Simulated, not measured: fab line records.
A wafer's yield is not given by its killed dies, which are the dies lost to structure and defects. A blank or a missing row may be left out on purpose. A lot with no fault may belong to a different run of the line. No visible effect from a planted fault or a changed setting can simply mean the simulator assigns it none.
Matching of chambers || flow nand harc || 4 sister chambers for NHARC_HYBRID_BOND_ACTIVATE_00 on rie diel-12
The step chemistry N2, time 60 s. 8 wafers are shown with their chamber, then 10 later ones without.

== WAFERS WITH THEIR CHAMBER ==
{"wafer": "L321.4", "chamber": 0, "showerhead plenum p Torr (Torr)": 1.70, "drypump motor current A (A)": 6.4}
{"wafer": "L321.5", "chamber": 3, "showerhead plenum p Torr (Torr)": 1.79, "drypump motor current A (A)": 6.0}
{"wafer": "L324.2", "chamber": 2, "showerhead plenum p Torr (Torr)": 1.85, "drypump motor current A (A)": 6.2}
{"wafer": "L324.4", "chamber": 0, "showerhead plenum p Torr (Torr)": 1.70, "drypump motor current A (A)": 6.3}
{"wafer": "L325.5", "chamber": 2, "showerhead plenum p Torr (Torr)": 1.85, "drypump motor current A (A)": 6.2}
{"wafer": "L325.6", "chamber": 1, "showerhead plenum p Torr (Torr)": 1.73, "drypump motor current A (A)": 5.2}
{"wafer": "L335.2", "chamber": 1, "showerhead plenum p Torr (Torr)": 1.73, "drypump motor current A (A)": 5.2}
{"wafer": "L335.5", "chamber": 3, "showerhead plenum p Torr (Torr)": 1.78, "drypump motor current A (A)": 6.0}

== WAFERS WHOSE CHAMBER IS MISSING ==
{"wafer": "L335.6", "showerhead plenum p Torr (Torr)": 1.73, "drypump motor current A (A)": 5.2}
{"wafer": "L334.4", "showerhead plenum p Torr (Torr)": 1.78, "drypump motor current A (A)": 5.9}
{"wafer": "L334.5", "showerhead plenum p Torr (Torr)": 1.85, "drypump motor current A (A)": 6.2}
{"wafer": "L334.6", "showerhead plenum p Torr (Torr)": 1.73, "drypump motor current A (A)": 5.2}
{"wafer": "L339.4", "showerhead plenum p Torr (Torr)": 1.72, "drypump motor current A (A)": 5.2}
{"wafer": "L339.5", "showerhead plenum p Torr (Torr)": 1.78, "drypump motor current A (A)": 6.0}
{"wafer": "L339.6", "showerhead plenum p Torr (Torr)": 1.85, "drypump motor current A (A)": 6.2}
{"wafer": "L340.2", "showerhead plenum p Torr (Torr)": 1.85, "drypump motor current A (A)": 6.2}
{"wafer": "L340.5", "showerhead plenum p Torr (Torr)": 1.69, "drypump motor current A (A)": 6.3}
{"wafer": "L340.6", "showerhead plenum p Torr (Torr)": 1.72, "drypump motor current A (A)": 5.1}

== THE CHAMBER EACH PASSED THROUGH ==
{"wafer": "L335.6", "from the rows above": 1, "in truth": 1}
{"wafer": "L334.4", "from the rows above": 3, "in truth": 3}
{"wafer": "L334.5", "from the rows above": 2, "in truth": 2}
{"wafer": "L334.6", "from the rows above": 1, "in truth": 1}
{"wafer": "L339.4", "from the rows above": 1, "in truth": 1}
{"wafer": "L339.5", "from the rows above": 3, "in truth": 3}
{"wafer": "L339.6", "from the rows above": 2, "in truth": 2}
{"wafer": "L340.2", "from the rows above": 2, "in truth": 2}
{"wafer": "L340.5", "from the rows above": 0, "in truth": 0}
{"wafer": "L340.6", "from the rows above": 1, "in truth": 1}
Correctly placed: 10 of 10. From these rows, 0 cannot be placed. Number placed wrongly: 0.
How it was worked out, from the rows above alone: a wafer's distance from a chamber is the root of the sum, over the readings, of the square of ((its reading less the chamber's mean) divided by the reading's scatter). The wafer belongs to the nearest chamber; if the next one is less than 2 further off, it can't be placed. For every chamber, the mean is computed from those of its wafers that are shown. The scatter is the square root of a quotient: the sum, over the shown wafers, of each reading's squared deviation from its chamber's mean, divided by wafers minus chambers.
